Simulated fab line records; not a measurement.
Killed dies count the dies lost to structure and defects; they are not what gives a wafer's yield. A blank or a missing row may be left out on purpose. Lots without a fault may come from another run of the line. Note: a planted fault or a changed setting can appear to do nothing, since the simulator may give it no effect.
Matching of chambers :: flow nandHarc :: NHARC_A_STAIRCASE_TRIM_229 on rieDiel-03: 4 sister chambers
The step chemistry O2, time 211.2 s. 20 wafers are shown with their chamber, then 10 later ones without.

== WAFERS WITH THEIR CHAMBER ==
wafer: L074.4
chamber: 1
showerheadPlenumPTorr (Torr): 3.47
drypumpMotorCurrentA (A): 6.3
oesProductAu (a.u.): 0.998

wafer: L074.5
chamber: 0
showerheadPlenumPTorr (Torr): 3.50
drypumpMotorCurrentA (A): 6.1
oesProductAu (a.u.): 1.013

wafer: L074.6
chamber: 1
showerheadPlenumPTorr (Torr): 3.47
drypumpMotorCurrentA (A): 6.3
oesProductAu (a.u.): 1.000

wafer: L075.3
chamber: 0
showerheadPlenumPTorr (Torr): 3.50
drypumpMotorCurrentA (A): 6.1
oesProductAu (a.u.): 1.013

wafer: L075.4
chamber: 3
showerheadPlenumPTorr (Torr): 3.67
drypumpMotorCurrentA (A): 6.2
oesProductAu (a.u.): 1.002

wafer: L075.6
chamber: 3
showerheadPlenumPTorr (Torr): 3.67
drypumpMotorCurrentA (A): 6.2
oesProductAu (a.u.): 0.995

wafer: L077.3
chamber: 2
showerheadPlenumPTorr (Torr): 3.73
drypumpMotorCurrentA (A): 6.0
oesProductAu (a.u.): 0.991

wafer: L077.5
chamber: 2
showerheadPlenumPTorr (Torr): 3.73
drypumpMotorCurrentA (A): 6.0
oesProductAu (a.u.): 1.005

wafer: L077.6
chamber: 1
showerheadPlenumPTorr (Torr): 3.47
drypumpMotorCurrentA (A): 6.3
oesProductAu (a.u.): 0.989

wafer: L080.1
chamber: 2
showerheadPlenumPTorr (Torr): 3.73
drypumpMotorCurrentA (A): 6.0
oesProductAu (a.u.): 1.004

wafer: L080.2
chamber: 3
showerheadPlenumPTorr (Torr): 3.67
drypumpMotorCurrentA (A): 6.2
oesProductAu (a.u.): 0.990

wafer: L080.3
chamber: 1
showerheadPlenumPTorr (Torr): 3.46
drypumpMotorCurrentA (A): 6.3
oesProductAu (a.u.): 0.993

wafer: L082.3
chamber: 3
showerheadPlenumPTorr (Torr): 3.66
drypumpMotorCurrentA (A): 6.2
oesProductAu (a.u.): 1.007

wafer: L082.4
chamber: 0
showerheadPlenumPTorr (Torr): 3.49
drypumpMotorCurrentA (A): 6.0
oesProductAu (a.u.): 1.021

wafer: L082.5
chamber: 1
showerheadPlenumPTorr (Torr): 3.46
drypumpMotorCurrentA (A): 6.3
oesProductAu (a.u.): 0.996

wafer: L081.1
chamber: 3
showerheadPlenumPTorr (Torr): 3.66
drypumpMotorCurrentA (A): 6.2
oesProductAu (a.u.): 1.001

wafer: L081.3
chamber: 2
showerheadPlenumPTorr (Torr): 3.72
drypumpMotorCurrentA (A): 6.1
oesProductAu (a.u.): 0.990

wafer: L081.5
chamber: 2
showerheadPlenumPTorr (Torr): 3.72
drypumpMotorCurrentA (A): 6.0
oesProductAu (a.u.): 0.991

wafer: L087.3
chamber: 1
showerheadPlenumPTorr (Torr): 3.45
drypumpMotorCurrentA (A): 6.3
oesProductAu (a.u.): 0.989

wafer: L087.5
chamber: 1
showerheadPlenumPTorr (Torr): 3.45
drypumpMotorCurrentA (A): 6.3
oesProductAu (a.u.): 0.987

SIGNATURES (means of the wafers above)
reading: showerheadPlenumPTorr
chamber 0: 3.4967
chamber 1: 3.4614
chamber 2: 3.7260
chamber 3: 3.6660
scatter within a chamber: 0.00704

reading: drypumpMotorCurrentA
chamber 0: 6.067
chamber 1: 6.300
chamber 2: 6.020
chamber 3: 6.200
scatter within a chamber: 0.0303

reading: oesProductAu
chamber 0: 1.01567
chamber 1: 0.99314
chamber 2: 0.99620
chamber 3: 0.99900
scatter within a chamber: 0.00612
Rule: a wafer lies at a distance from a chamber equal to the root of the sum of squares, over the readings, of (its reading less the chamber's mean, divided by the reading's scatter). The wafer belongs to the nearest chamber; if the next one is less than 2 further off, it can't be placed. The scatter: the root of (the sum of the squares of (reading less its chamber's mean) over the shown wafers, divided by (wafers less chambers)).

== WAFERS WITH NO CHAMBER GIVEN ==
wafer: L087.6
showerheadPlenumPTorr (Torr): 3.72
drypumpMotorCurrentA (A): 6.0
oesProductAu (a.u.): 1.010

wafer: L089.1
showerheadPlenumPTorr (Torr): 3.45
drypumpMotorCurrentA (A): 6.3
oesProductAu (a.u.): 0.984

wafer: L089.3
showerheadPlenumPTorr (Torr): 3.47
drypumpMotorCurrentA (A): 6.0
oesProductAu (a.u.): 1.016

wafer: L089.5
showerheadPlenumPTorr (Torr): 3.45
drypumpMotorCurrentA (A): 6.3
oesProductAu (a.u.): 0.987

wafer: L091.1
showerheadPlenumPTorr (Torr): 3.71
drypumpMotorCurrentA (A): 6.0
oesProductAu (a.u.): 1.014

wafer: L091.2
showerheadPlenumPTorr (Torr): 3.47
drypumpMotorCurrentA (A): 6.1
oesProductAu (a.u.): 1.015

wafer: L091.4
showerheadPlenumPTorr (Torr): 3.44
drypumpMotorCurrentA (A): 6.3
oesProductAu (a.u.): 0.987

wafer: L092.1
showerheadPlenumPTorr (Torr): 3.71
drypumpMotorCurrentA (A): 6.1
oesProductAu (a.u.): 0.984

wafer: L092.3
showerheadPlenumPTorr (Torr): 3.44
drypumpMotorCurrentA (A): 6.3
oesProductAu (a.u.): 0.972

wafer: L092.5
showerheadPlenumPTorr (Torr): 3.44
drypumpMotorCurrentA (A): 6.3
oesProductAu (a.u.): 0.978

== EACH ONE'S CHAMBER ==
wafer: L087.6
from the rows above: 2
in truth: 2

wafer: L089.1
from the rows above: 1
in truth: 1

wafer: L089.3
from the rows above: 0
in truth: 0

wafer: L089.5
from the rows above: 1
in truth: 1

wafer: L091.1
from the rows above: 2
in truth: 2

wafer: L091.2
from the rows above: 0
in truth: 0

wafer: L091.4
from the rows above: 1
in truth: 1

wafer: L092.1
from the rows above: 2
in truth: 2

wafer: L092.3
from the rows above: 1
in truth: 1

wafer: L092.5
from the rows above: 1
in truth: 1
Placed correctly: 10 of 10. Left unplaced by these rows: 0. Number placed wrongly: 0.
